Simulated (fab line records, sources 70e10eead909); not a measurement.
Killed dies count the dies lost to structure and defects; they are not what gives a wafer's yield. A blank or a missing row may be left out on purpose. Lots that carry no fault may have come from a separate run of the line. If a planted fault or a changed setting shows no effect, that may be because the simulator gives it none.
Chamber matching || flow nandHarc || NHARC_A_STAIRCASE_DEP_156 on pecvd-03 has 3 sister chambers
The step deposits SiNx, target thk 50 nm. 6 wafers are shown with their chamber, then 10 later ones without.

## WAFERS PAIRED WITH THEIR CHAMBERS
{"wafer": "L088.5", "chamber": 1, "heaterPowerOuterW (W)": 294, "heaterPowerW (W)": 498}
{"wafer": "L091.1", "chamber": 2, "heaterPowerOuterW (W)": 476, "heaterPowerW (W)": 793}
{"wafer": "L091.2", "chamber": 1, "heaterPowerOuterW (W)": 348, "heaterPowerW (W)": 607}
{"wafer": "L091.4", "chamber": 2, "heaterPowerOuterW (W)": 483, "heaterPowerW (W)": 795}
{"wafer": "L092.2", "chamber": 0, "heaterPowerOuterW (W)": 455, "heaterPowerW (W)": 749}
{"wafer": "L092.4", "chamber": 0, "heaterPowerOuterW (W)": 455, "heaterPowerW (W)": 784}

## WAFERS WITHOUT THEIR CHAMBER
{"wafer": "L092.6", "heaterPowerOuterW (W)": 350, "heaterPowerW (W)": 597}
{"wafer": "L095.2", "heaterPowerOuterW (W)": 384, "heaterPowerW (W)": 661}
{"wafer": "L095.4", "heaterPowerOuterW (W)": 454, "heaterPowerW (W)": 744}
{"wafer": "L095.5", "heaterPowerOuterW (W)": 388, "heaterPowerW (W)": 693}
{"wafer": "L097.1", "heaterPowerOuterW (W)": 390, "heaterPowerW (W)": 667}
{"wafer": "L097.3", "heaterPowerOuterW (W)": 437, "heaterPowerW (W)": 751}
{"wafer": "L097.5", "heaterPowerOuterW (W)": 457, "heaterPowerW (W)": 749}
{"wafer": "L097.2", "heaterPowerOuterW (W)": 442, "heaterPowerW (W)": 749}
{"wafer": "L097.4", "heaterPowerOuterW (W)": 394, "heaterPowerW (W)": 670}
{"wafer": "L097.6", "heaterPowerOuterW (W)": 437, "heaterPowerW (W)": 755}

## WHICH CHAMBER EACH ONE RAN IN
{"wafer": "L092.6", "from the rows above": 1, "in truth": 1}
{"wafer": "L095.2", "from the rows above": "can't be placed: 1 or 0 or 2", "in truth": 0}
{"wafer": "L095.4", "from the rows above": "can't be placed: 0 or 2", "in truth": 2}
{"wafer": "L095.5", "from the rows above": "can't be placed: 0 or 1 or 2", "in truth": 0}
{"wafer": "L097.1", "from the rows above": "can't be placed: 0 or 1 or 2", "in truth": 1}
{"wafer": "L097.3", "from the rows above": "can't be placed: 0 or 2", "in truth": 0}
{"wafer": "L097.5", "from the rows above": "can't be placed: 0 or 2", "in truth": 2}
{"wafer": "L097.2", "from the rows above": "can't be placed: 0 or 2", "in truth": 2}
{"wafer": "L097.4", "from the rows above": "can't be placed: 0 or 1 or 2", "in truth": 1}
{"wafer": "L097.6", "from the rows above": "can't be placed: 0 or 2", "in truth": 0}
Correct placement for 1 of the 10. Not placeable from these rows: 9 (in 9, the candidates include the true chamber). Number placed wrongly: 0.
How it was worked out, from the rows above alone: a wafer's distance from a chamber is the root of the sum, over the readings, of the square of ((its reading less the chamber's mean) divided by the reading's scatter). If the next closest chamber is less than 2 further off than the closest, the wafer can't be placed; otherwise it belongs to the closest. A chamber's mean is the mean of its shown wafers. The scatter: the root of (the sum of the squares of (reading less its chamber's mean) over the shown wafers, divided by (wafers less chambers)).
